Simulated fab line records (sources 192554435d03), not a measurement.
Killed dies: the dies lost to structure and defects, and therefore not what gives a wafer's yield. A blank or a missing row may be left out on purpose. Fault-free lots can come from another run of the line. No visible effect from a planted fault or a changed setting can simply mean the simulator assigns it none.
Lot-split experiment ; flow n5-finfet ; 39 wafers read from 7 lots, route of 1938 steps

## ON THE SPLIT
At N5_BEOL_M2_DESCUM_33 (chemistry O2, time 7 s), the setting time-s was moved away from the recipe's 7 s on 12 of the 39 wafers read, by +17.9% to +48.9%. This setting was run at the recipe's value on the other wafers.

## FROM THE SPLIT TO THE READING: what the file shows between them, 3 steps
- N5_BEOL_M2_ETCH_77: etches underlayer in N2/H2, target depth 6.5 nm, time 5.2 s
- N5_BEOL_M2_ETCH_69: etches SiARC in CF4, target depth 15.6 nm, time 26 s
- N5_BEOL_M2_ALD_98: deposits SiO2, target thk 2.5 nm, pulse time 1 s, co reactant pulse time 1 s

## THE READING
CAR-EUV_of_BEOL_M2_COAT_22.thk-nm (the simulator's own value, which no gauge read), in nm, at N5_BEOL_M2_ETCHBACK_99 (etches SiO2 in CHF3, target depth 5 nm, time 10.4 s). The file does not state a usual value for it. Here, 27 wafers ran the recipe; their average is 10.5 nm with a standard deviation of 0.1 nm.

wafer;tool, chamber at the split;time-s as run, s;against the recipe;CAR-EUV_of_BEOL_M2_COAT_22.thk-nm, nm;against lot-mates on the recipe
L077.1;rie-diel-01, 3,0,2;9.829;+40.4%;9;-1.5
L077.2;rie-diel-01, 3,0,2;9.829;+40.4%;9;-1.5
L077.6;rie-diel-01, 3,0,2;9.829;+40.4%;9;-1.5
L077.3;rie-diel-01, 1,2;7;recipe;10.4;-
L077.5;rie-diel-01, 1;7;recipe;10.4;-
L077.4;rie-diel-01, 1,2;7;recipe;10.6;-
L079.1;rie-diel-03, 3,2;7;recipe;10.6;-
L079.5;rie-diel-03, 3,2;7;recipe;10.6;-
L079.2;rie-diel-03, 2,0;10.42;+48.9%;8.8;-1.7
L079.3;rie-diel-03, 2,0;10.42;+48.9%;8.8;-1.7
L079.4;rie-diel-03, 1;10.42;+48.9%;8.8;-1.7
L079.6;rie-diel-03, 3;7;recipe;10.4;-
L082.1;rie-diel-03, 3,1,0;8.256;+17.9%;9.8;-0.6
L082.5;rie-diel-03, 3,1,0;8.256;+17.9%;9.8;-0.6
L082.2;rie-diel-03, 0,2,1;7;recipe;10.4;-
L082.4;rie-diel-03, 0,2,1;7;recipe;10.4;-
L082.6;rie-diel-03, 0,2,1;7;recipe;10.4;-
L082.3;rie-diel-03, 3,1,0;8.256;+17.9%;9.6;-0.8
L090.1;rie-diel-01, 1,3,2,0,2,3;7;recipe;10.4;-
L090.2;rie-diel-01, 1,3,2,0,2,3;7;recipe;10.4;-
L090.3;rie-diel-01, 1,3,2,0,2,3;7;recipe;10.4;-
L090.4;rie-diel-01, 1,3,2,0,2,3;7;recipe;10.4;-
L090.5;rie-diel-01, 1,3,2,0,2,3;7;recipe;10.4;-
L090.6;rie-diel-01, 1,3,2,0,2,3;7;recipe;10.4;-
L089.1;rie-diel-03, 2,3,0,1,2;7;recipe;10.4;-
L089.6;rie-diel-03, 3;7;recipe;10.4;-
L089.2;rie-diel-03, 2,3,0,1,2;7;recipe;10.6;-
L089.3;rie-diel-03, 2,3,0,1,2;7;recipe;10.6;-
L089.4;rie-diel-03, 2,3,0,1,2;7;recipe;10.6;-
L089.5;rie-diel-03, 2,3,0,1,2;7;recipe;10.6;-
L091.1;rie-diel-06, 2,0,1;7;recipe;10.4;-
L091.5;rie-diel-06, 2,0,1;7;recipe;10.4;-
L091.2;rie-diel-06, 3,1,0;9.349;+33.6%;9.2;-1.1
L091.3;rie-diel-06, 3,1,0;9.349;+33.6%;9.2;-1.1
L091.4;rie-diel-06, 3,1,0;9.349;+33.6%;9;-1.3
L091.6;rie-diel-06, 2,0,1;7;recipe;10.2;-
L093.3;rie-diel-03, 2,0;7;recipe;10.4;-
L093.4;rie-diel-03, 0;7;recipe;10.4;-
L093.6;rie-diel-03, 2,0;7;recipe;10.6;-
Rows listing several chambers each stand for several wafers; the file does not say which wafer went through which chamber.

THE FIT
A straight line over all 39 wafers: CAR-EUV_of_BEOL_M2_COAT_22.thk-nm changes by -0.0357 nm for each +1% of time-s; r = -0.99; the points scatter about the line by 0.11 nm.
The same after taking each lot's own level away (the mean of its wafers on the recipe; 39 wafers): -0.0358 nm for each +1%; r = -0.99; scatter 0.077 nm.
That fit puts the effect of the largest move of time-s on the reading at 1.8 nm.
Across the lots, their own levels run from 10.33 to 10.53 nm, a range of 1.9 times the standard deviation given above.
The two slopes are in agreement: the lot-to-lot level therefore moves the slope only a little.
Check: for one of the wafers moved furthest among these (+48.9%), held out of the fit, the line's prediction against its lot-mates is -1.76 nm. Against them it came out at -1.73 nm.

## THE OTHER SPLITS THESE WAFERS WENT THROUGH
Before the reading, these wafers also passed through other splits. Each is held against what the fit with the lots' levels taken away leaves over:
other split on the same wafers;wafers away from the commonest value;r with CAR-EUV_of_BEOL_M2_COAT_22.thk-nm (lot level and that fit taken away)
N5_BEOL_M0_SAQP_PECVD_96 time-s;15;+0.24
N5_BEOL_M0_TRENCH_ETCH_107 target-depth-a;18;+0.00

## THE WHOLE CHAIN: every reading that the file lists as answering this split, in the file's order
step;what it does;reading;change (the file's fit);r (the file's)
N5_BEOL_M2_DESCUM_33;chemistry O2, time 7 s;CAR-EUV_of_BEOL_M2_COAT_22.thk-nm (the simulator's own value, which no gauge read);-0.0341 nm for each +1% of the setting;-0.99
N5_BEOL_M2_ETCH_77;etches underlayer in N2/H2, target depth 6.5 nm, time 5.2 s;CAR-EUV_of_BEOL_M2_COAT_22.thk-nm (the simulator's own value, which no gauge read);-0.0355 nm for each +1% of the setting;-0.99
N5_BEOL_M2_ETCHBACK_99;etches SiO2 in CHF3, target depth 5 nm, time 10.4 s;CAR-EUV_of_BEOL_M2_COAT_22.thk-nm (the simulator's own value, which no gauge read);-0.0359 nm for each +1% of the setting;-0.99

## THE FILE'S OWN FIT
CAR-EUV_of_BEOL_M2_COAT_22.thk-nm changes by -0.0359 nm for each +1% of time-s, r = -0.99.
